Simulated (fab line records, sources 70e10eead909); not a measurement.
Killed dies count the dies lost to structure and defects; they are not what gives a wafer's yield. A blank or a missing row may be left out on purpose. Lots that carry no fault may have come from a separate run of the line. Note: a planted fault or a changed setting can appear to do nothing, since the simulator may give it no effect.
What tool caused it?	flow nand-harc	23 lots, 69 wafers sampled, at 6 steps of a route of 1302

== WHAT THE GAUGES READ, wafer by wafer ==
The record holds no reading of a measuring or inspecting step that can be judged against a usual standard deviation.

== WHAT TOOL EACH LOT RAN ON (gives the tool, then ch and the chambers of the sampled wafers, and finally the start) ==
lot	NHARC_A_STAIRCASE_ETCH_17	NHARC_A_STAIRCASE_ETCH_19	NHARC_A_STAIRCASE_TRIM_26	NHARC_A_STAIRCASE_ETCH_27	NHARC_A_STAIRCASE_TRIM_187	NHARC_A_STAIRCASE_TRIM_191
L074	rie-diel-04 ch 0,1, day 15 18:02 or earlier	rie-diel-04 ch 0,1, day 15 18:02 or earlier	rie-diel-12 ch 0,1,3, day 15 18:02 or earlier	rie-diel-12 ch 0,1, day 15 18:02 or earlier	rie-diel-12 ch 0,2,3, day 15 18:02	rie-diel-12 ch 0,1,2, no start
L075	rie-diel-12 ch 0,1,3, day 16 09:32 or earlier	rie-diel-12 ch 0,1,3, day 16 09:32 or earlier	rie-diel-04 ch 0,2,3, day 16 09:32 or earlier	rie-diel-04 ch 0,2,3, day 16 09:32 or earlier	rie-diel-04 ch 0,1,3, day 16 09:32	rie-diel-04 ch 1,2, no start
L076	rie-diel-11 ch 0,1,3, day 16 10:14 or earlier	rie-diel-11 ch 0,3, day 16 10:14 or earlier	rie-diel-11 ch 1,2,3, day 16 10:14 or earlier	rie-diel-11 ch 0,2,3, day 16 10:14 or earlier	rie-diel-04 ch 0,1,3, day 16 10:14	rie-diel-04 ch 1,2,3, no start
L077	rie-diel-12 ch 0,1, day 16 22:30 or earlier	rie-diel-12 ch 2,3, day 16 22:30 or earlier	rie-diel-12 ch 2,3, day 16 22:30 or earlier	rie-diel-12 ch 0,2,3, day 16 22:30 or earlier	rie-diel-11 ch 2,3, day 16 22:30	rie-diel-11 ch 2,3, no start
L078	rie-diel-12 ch 0,1, day 17 14:43 or earlier	rie-diel-12 ch 1,2, day 17 14:43 or earlier	rie-diel-11 ch 1,2,3, day 17 14:43 or earlier	rie-diel-11 ch 1,2, day 17 14:43 or earlier	rie-diel-04 ch 0,3, day 17 14:43	rie-diel-04 ch 0,2,3, no start
L079	rie-diel-12 ch 0,1,2, day 17 19:01 or earlier	rie-diel-12 ch 2,3, day 17 19:01 or earlier	rie-diel-04 ch 0,3, day 17 19:01 or earlier	rie-diel-04 ch 0,1,3, day 17 19:01 or earlier	rie-diel-04 ch 0,1,2, day 17 19:01	rie-diel-04 ch 1,2, no start
L080	rie-diel-12 ch 0,1,2, day 18 07:55 or earlier	rie-diel-12 ch 0,1,3, day 18 07:55 or earlier	rie-diel-04 ch 0,1,2, day 18 07:55 or earlier	rie-diel-04 ch 1,2,3, day 18 07:55 or earlier	rie-diel-04 ch 0,1,2, day 18 07:55	rie-diel-04 ch 0,1,2, no start
L081	rie-diel-12 ch 0,1, day 18 15:20 or earlier	rie-diel-12 ch 0,1, day 18 15:20 or earlier	rie-diel-12 ch 1,2,3, day 18 15:20 or earlier	rie-diel-12 ch 0,2, day 18 15:20 or earlier	rie-diel-04 ch 1,2, day 18 15:20	rie-diel-04 ch 2,3, no start
L082	rie-diel-04 ch 1,2,3, day 18 19:08 or earlier	rie-diel-04 ch 2,3, day 18 19:08 or earlier	rie-diel-11 ch 0,2, day 18 19:08 or earlier	rie-diel-11 ch 1,2,3, day 18 19:08 or earlier	rie-diel-11 ch 0,1,3, day 18 19:08	rie-diel-11 ch 1,2, no start
L083	rie-diel-04 ch 0,2, day 19 01:10	rie-diel-04 ch 1,3, day 19 01:26	rie-diel-12 ch 0,2,3, day 19 04:27 or earlier	rie-diel-12 ch 1,3, day 19 04:27 or earlier	rie-diel-04 ch 0,2,3, day 19 04:27	rie-diel-04 ch 2,3, no start
L084	rie-diel-04 ch 0,3, day 20 02:32 or earlier	rie-diel-04 ch 2,3, day 20 02:32 or earlier	rie-diel-11 ch 1,2,3, day 20 02:32 or earlier	rie-diel-11 ch 0,2,3, day 20 02:32 or earlier	rie-diel-11 ch 0,2,3, day 20 02:32	rie-diel-11 ch 1,2,3, no start
L085	rie-diel-04 ch 2,3, day 20 04:35 or earlier	rie-diel-04 ch 0,2,3, day 20 04:35 or earlier	rie-diel-11 ch 0,1,2, day 20 04:35 or earlier	rie-diel-11 ch 1,2,3, day 20 04:35 or earlier	rie-diel-12 ch 1,2,3, day 20 04:35	rie-diel-12 ch 0,1,2, no start
L086	rie-diel-11 ch 1,3, day 20 04:26 or earlier	rie-diel-11 ch 0,1,3, day 20 04:26 or earlier	rie-diel-04 ch 0,3, day 20 04:26 or earlier	rie-diel-04 ch 0,2,3, day 20 04:26 or earlier	rie-diel-04 ch 0,2,3, day 20 04:26	rie-diel-04 ch 0,2,3, no start
L087	rie-diel-12 ch 0,2,3, day 21 15:35 or earlier	rie-diel-12 ch 0,2,3, day 21 15:35 or earlier	rie-diel-12 ch 0,2,3, day 21 15:35 or earlier	rie-diel-12 ch 0,2,3, day 21 15:35 or earlier	rie-diel-11 ch 0,1,3, day 21 15:35	rie-diel-11 ch 0,1,2, no start
L089	rie-diel-04 ch 2,3, day 21 18:55 or earlier	rie-diel-04 ch 2,3, day 21 18:55 or earlier	rie-diel-04 ch 2,3, day 21 18:55 or earlier	rie-diel-04 ch 2,3, day 21 18:55 or earlier	rie-diel-04 ch 2,3, day 21 18:55	rie-diel-04 ch 2,3, no start
L088	rie-diel-04 ch 0,1,2, day 22 12:56 or earlier	rie-diel-04 ch 0,1,3, day 22 12:56 or earlier	rie-diel-04 ch 0,1,2, day 22 12:56 or earlier	rie-diel-04 ch 0,1,3, day 22 12:56 or earlier	rie-diel-04 ch 1,2,3, day 22 12:56	rie-diel-04 ch 0,2,3, no start
L091	rie-diel-04 ch 2,3, day 22 20:59 or earlier	rie-diel-04 ch 0,1,2, day 22 20:59 or earlier	rie-diel-04 ch 0,2,3, day 22 20:59 or earlier	rie-diel-04 ch 0,1,2, day 22 20:59 or earlier	rie-diel-12 ch 1,3, day 22 20:59	rie-diel-12 ch 1,2,3, no start
L093	rie-diel-04 ch 0,1, day 23 09:53 or earlier	rie-diel-04 ch 0,3, day 23 09:53 or earlier	rie-diel-11 ch 1,2,3, day 23 09:53 or earlier	rie-diel-11 ch 2,3, day 23 09:53 or earlier	rie-diel-12 ch 0,3, day 23 09:53	rie-diel-12 ch 0,1, no start
L092	rie-diel-12 ch 0,1, day 23 14:50 or earlier	rie-diel-12 ch 0,1,3, day 23 14:50 or earlier	rie-diel-12 ch 0,2,3, day 23 14:50 or earlier	rie-diel-12 ch 0,1,3, day 23 14:50 or earlier	rie-diel-12 ch 1,2, day 23 14:50	rie-diel-12 ch 2,3, no start
L094	rie-diel-04 ch 0,2,3, day 23 22:34 or earlier	rie-diel-04 ch 2,3, day 23 22:34 or earlier	rie-diel-04 ch 2,3, day 23 22:34 or earlier	rie-diel-04 ch 1,2, day 23 22:34 or earlier	rie-diel-12 ch 2,3, day 23 22:34	rie-diel-12 ch 0,1, no start
L095	rie-diel-12 ch 1,2, day 24 05:23 or earlier	rie-diel-12 ch 0,2,3, day 24 05:23 or earlier	rie-diel-04 ch 0,1,2, day 24 05:23 or earlier	rie-diel-04 ch 0,1,3, day 24 05:23 or earlier	rie-diel-11 ch 0,3, day 24 05:23	rie-diel-11 ch 0,1,2, no start
L097	rie-diel-11 ch 0,2, day 25 09:20 or earlier	rie-diel-11 ch 1,2, day 25 09:20 or earlier	rie-diel-12 ch 1,2,3, day 25 09:20 or earlier	rie-diel-12 ch 1,3, day 25 09:20 or earlier	rie-diel-04 ch 0,2, day 25 09:20	rie-diel-04 ch 0,1,2, no start
L096	rie-diel-04 ch 1,2, day 26 14:08 or earlier	rie-diel-04 ch 0,1, day 26 14:08 or earlier	rie-diel-04 ch 0,1,3, day 26 14:08 or earlier	rie-diel-04 ch 0,1,2, day 26 14:08 or earlier	rie-diel-04 ch 0,2,3, day 26 14:08	rie-diel-04 ch 1,2,3, no start
- NHARC_A_STAIRCASE_ETCH_17: etches the open film in C4F8/O2, target depth 100 nm, time 40.5 s.
- NHARC_A_STAIRCASE_ETCH_19: etches the open film in C4F8/O2, target depth 100 nm, time 40.5 s.
- NHARC_A_STAIRCASE_TRIM_26: chemistry O2, time 211.2 s.
- NHARC_A_STAIRCASE_ETCH_27: etches the open film in C4F8/O2, target depth 100 nm, time 40.5 s.
- NHARC_A_STAIRCASE_TRIM_187: chemistry O2, time 211.2 s.
- NHARC_A_STAIRCASE_TRIM_191: chemistry O2, time 211.2 s.

== AS READ BY THE TOOLS THEMSELVES (means over the sampled wafers that have a number; for cases with no such wafer, the mark the record gives instead) ==
NHARC_A_STAIRCASE_ETCH_17.
lot	tool	oes-product-au (a.u.)	rf-vpp-V (V)
L074	rie-diel-04	0.961	888
L075	rie-diel-12	0.939	895
L076	rie-diel-11	0.950	899
L077	rie-diel-12	0.944	895
L078	rie-diel-12	0.939	896
L079	rie-diel-12	0.946	897
L080	rie-diel-12	0.942	897
L081	rie-diel-12	0.941	895
L082	rie-diel-04	0.932	896
L083	rie-diel-04	0.972	894
L084	rie-diel-04	0.934	899
L085	rie-diel-04	0.939	900
L086	rie-diel-11	0.933	899
L087	rie-diel-12	0.947	895
L089	rie-diel-04	0.942	900
L088	rie-diel-04	0.936	892
L091	rie-diel-04	0.937	900
L093	rie-diel-04	0.939	889
L092	rie-diel-12	0.930	893
L094	rie-diel-04	0.942	897
L095	rie-diel-12	0.920	899
L097	rie-diel-11	0.948	898
L096	rie-diel-04	0.947	903

NHARC_A_STAIRCASE_ETCH_19.
lot	tool	oes-product-au (a.u.)	rf-vpp-V (V)
L074	rie-diel-04	0.962	890
L075	rie-diel-12	0.934	895
L076	rie-diel-11	0.945	898
L077	rie-diel-12	0.941	895
L078	rie-diel-12	0.937	898
L079	rie-diel-12	0.947	895
L080	rie-diel-12	0.947	894
L081	rie-diel-12	0.942	895
L082	rie-diel-04	0.931	901
L083	rie-diel-04	0.987	892
L084	rie-diel-04	0.931	901
L085	rie-diel-04	0.949	897
L086	rie-diel-11	0.930	899
L087	rie-diel-12	0.939	894
L089	rie-diel-04	0.947	902
L088	rie-diel-04	0.941	893
L091	rie-diel-04	0.947	892
L093	rie-diel-04	0.939	895
L092	rie-diel-12	0.929	894
L094	rie-diel-04	0.942	901
L095	rie-diel-12	0.923	894
L097	rie-diel-11	0.948	899
L096	rie-diel-04	0.948	895

NHARC_A_STAIRCASE_TRIM_26.
lot	tool	drypump-motor-current-A (A)	mfc-ar-sccm (sccm)	oes-product-au (a.u.)	rf-vpp-V (V)	showerhead-plenum-p-Torr (Torr)	throttle-valve-pct (%)
L074	rie-diel-12	5.5	0.006	0.988	57.5	3.50	17.038
L075	rie-diel-04	5.8	0.006	1.000	58.0	3.59	17.033
L076	rie-diel-11	5.8	0.014	1.009	58.1	3.60	17.041
L077	rie-diel-12	5.7	0.000	0.998	57.8	3.57	17.040
L078	rie-diel-11	5.8	0.014	0.992	58.1	3.60	17.044
L079	rie-diel-04	5.8	0.000	1.002	57.7	3.62	17.041
L080	rie-diel-04	6.0	0.016	0.999	57.6	3.43	17.045
L081	rie-diel-12	5.7	0.000	1.000	57.5	3.55	17.036
L082	rie-diel-11	6.2	0.000	1.002	57.5	3.62	17.029
L083	rie-diel-12	5.5	0.006	0.997	58.2	3.50	17.039
L084	rie-diel-11	5.7	0.014	1.005	58.0	3.59	17.043
L085	rie-diel-11	6.2	0.000	1.005	58.6	3.63	17.036
L086	rie-diel-04	5.7	0.000	1.002	58.0	3.61	17.031
L087	rie-diel-12	5.5	0.006	0.984	57.4	3.49	17.033
L089	rie-diel-04	6.1	0.006	1.000	57.4	3.68	17.030
L088	rie-diel-04	6.0	0.016	0.997	58.1	3.42	17.035
L091	rie-diel-04	5.8	0.006	1.002	57.1	3.56	17.040
L093	rie-diel-11	5.8	0.014	1.001	57.6	3.57	17.038
L092	rie-diel-12	5.5	0.006	0.997	58.0	3.48	17.031
L094	rie-diel-04	6.1	0.006	0.996	57.9	3.67	17.036
L095	rie-diel-04	6.0	0.016	0.994	58.0	3.59	17.022
L097	rie-diel-12	5.7	0.000	0.997	57.2	3.53	17.040
L096	rie-diel-04	6.0	0.010	0.998	58.2	3.62	17.031

NHARC_A_STAIRCASE_ETCH_27.
lot	tool	oes-product-au (a.u.)	rf-vpp-V (V)
L074	rie-diel-12	0.950	897
L075	rie-diel-04	0.944	899
L076	rie-diel-11	0.951	898
L077	rie-diel-12	0.940	895
L078	rie-diel-11	0.925	900
L079	rie-diel-04	0.935	894
L080	rie-diel-04	0.944	896
L081	rie-diel-12	0.943	898
L082	rie-diel-11	0.939	898
L083	rie-diel-12	0.938	895
L084	rie-diel-11	0.937	898
L085	rie-diel-11	0.944	898
L086	rie-diel-04	0.945	899
L087	rie-diel-12	0.936	894
L089	rie-diel-04	0.936	902
L088	rie-diel-04	0.936	892
L091	rie-diel-04	0.934	892
L093	rie-diel-11	0.941	896
L092	rie-diel-12	0.940	895
L094	rie-diel-04	0.945	904
L095	rie-diel-04	0.941	899
L097	rie-diel-12	0.935	893
L096	rie-diel-04	0.935	899

NHARC_A_STAIRCASE_TRIM_187.
lot	tool	drypump-motor-current-A (A)	mfc-ar-sccm (sccm)	oes-product-au (a.u.)	rf-vpp-V (V)	showerhead-plenum-p-Torr (Torr)	throttle-valve-pct (%)
L074	rie-diel-12	5.5	0.006	0.999	57.7	3.51	17.033
L075	rie-diel-04	6.0	0.010	1.002	57.5	3.48	17.036
L076	rie-diel-04	5.9	0.010	0.998	57.3	3.48	17.033
L077	rie-diel-11	5.4	0.029	0.999	57.4	3.54	17.035
L078	rie-diel-04	5.5	0.000	0.997	57.7	3.51	17.042
L079	rie-diel-04	6.1	0.016	0.996	56.6	3.44	17.038
L080	rie-diel-04	6.1	0.016	1.003	56.6	3.43	17.033
L081	rie-diel-04	6.5	0.026	0.994	57.3	3.39	17.038
L082	rie-diel-11	5.8	0.014	1.003	57.4	3.60	17.030
L083	rie-diel-04	5.8	0.006	0.999	58.4	3.58	17.038
L084	rie-diel-11	5.8	0.014	1.008	58.4	3.58	17.038
L085	rie-diel-12	5.7	0.000	0.995	57.3	3.54	17.031
L086	rie-diel-04	5.8	0.006	0.995	57.8	3.57	17.028
L087	rie-diel-11	5.9	0.014	1.008	58.1	3.59	17.035
L089	rie-diel-04	6.1	0.011	0.999	57.1	3.64	17.039
L088	rie-diel-04	6.3	0.016	0.997	58.8	3.53	17.038
L091	rie-diel-12	6.0	0.001	0.993	57.1	3.47	17.036
L093	rie-diel-12	5.4	0.012	0.996	57.4	3.42	17.031
L092	rie-diel-12	5.5	0.000	0.995	57.9	3.60	17.043
L094	rie-diel-12	5.9	0.001	0.991	57.5	3.48	17.032
L095	rie-diel-11	5.4	0.029	0.995	58.2	3.52	17.030
L097	rie-diel-04	5.9	0.011	0.996	57.3	3.52	17.027
L096	rie-diel-04	5.8	0.006	0.996	57.5	3.55	17.045

NHARC_A_STAIRCASE_TRIM_191.
lot	tool	drypump-motor-current-A (A)	mfc-ar-sccm (sccm)	oes-product-au (a.u.)	rf-vpp-V (V)	showerhead-plenum-p-Torr (Torr)	throttle-valve-pct (%)
L074	rie-diel-12	5.3	0.006	0.990	58.0	3.57	17.029
L075	rie-diel-04	6.3	0.021	0.994	58.3	3.52	17.033
L076	rie-diel-04	6.3	0.016	0.996	57.0	3.55	17.044
L077	rie-diel-11	5.4	0.029	0.995	58.1	3.54	17.039
L078	rie-diel-04	5.8	0.006	1.002	57.6	3.59	17.047
L079	rie-diel-04	6.3	0.021	0.995	56.9	3.52	17.037
L080	rie-diel-04	6.0	0.016	0.995	58.2	3.43	17.028
L081	rie-diel-04	6.2	0.011	0.996	58.9	3.66	17.037
L082	rie-diel-11	6.1	0.000	1.009	57.0	3.63	17.033
L083	rie-diel-04	6.1	0.011	0.999	58.4	3.66	17.037
L084	rie-diel-11	5.8	0.014	1.000	57.6	3.59	17.044
L085	rie-diel-12	5.3	0.006	1.002	57.9	3.55	17.046
L086	rie-diel-04	5.8	0.006	1.005	58.3	3.57	17.036
L087	rie-diel-11	6.2	0.000	1.004	57.9	3.63	17.037
L089	rie-diel-04	6.1	0.006	0.996	58.0	3.68	17.040
L088	rie-diel-04	5.8	0.006	1.004	57.4	3.56	17.034
L091	rie-diel-12	5.7	0.000	0.990	57.5	3.53	17.033
L093	rie-diel-12	5.3	0.006	0.994	57.8	3.53	17.043
L092	rie-diel-12	5.7	0.000	0.986	57.5	3.54	17.039
L094	rie-diel-12	5.3	0.006	0.993	57.8	3.53	17.039
L095	rie-diel-11	6.2	0.000	1.005	58.0	3.61	17.035
L097	rie-diel-04	6.0	0.016	1.002	57.9	3.59	17.031
L096	rie-diel-04	6.3	0.016	0.997	58.6	3.70	17.033

== THE ANSWER, worked out from the rows above alone ==
Rule: the usual values come from the lots themselves. The widest of any qualifying gaps counts: lots, ordered by their means at a reading, are off when they make up no more than a third of the lots, leave a main group of 4 or more, and stand apart from it by 3 or more times the standard deviation of that group's means. If all means in a main group match to the digits the tables above print for the reading, that group is not used. A lot without any number at a reading at which 4 lots or more have one is off too. Any other lot the step has rows for is counted as sound. Order of review: gauges by route order, followed by the tools' own readings, for which a lot's mean as printed above is used. The first step at which some lot is off is used, and at that step the reading that is off furthest; a lot without a number counts as furthest.
Across all readings shown, no lot is off: no conclusion can be drawn from this.

== WHAT THE SIMULATOR PUT IN ==
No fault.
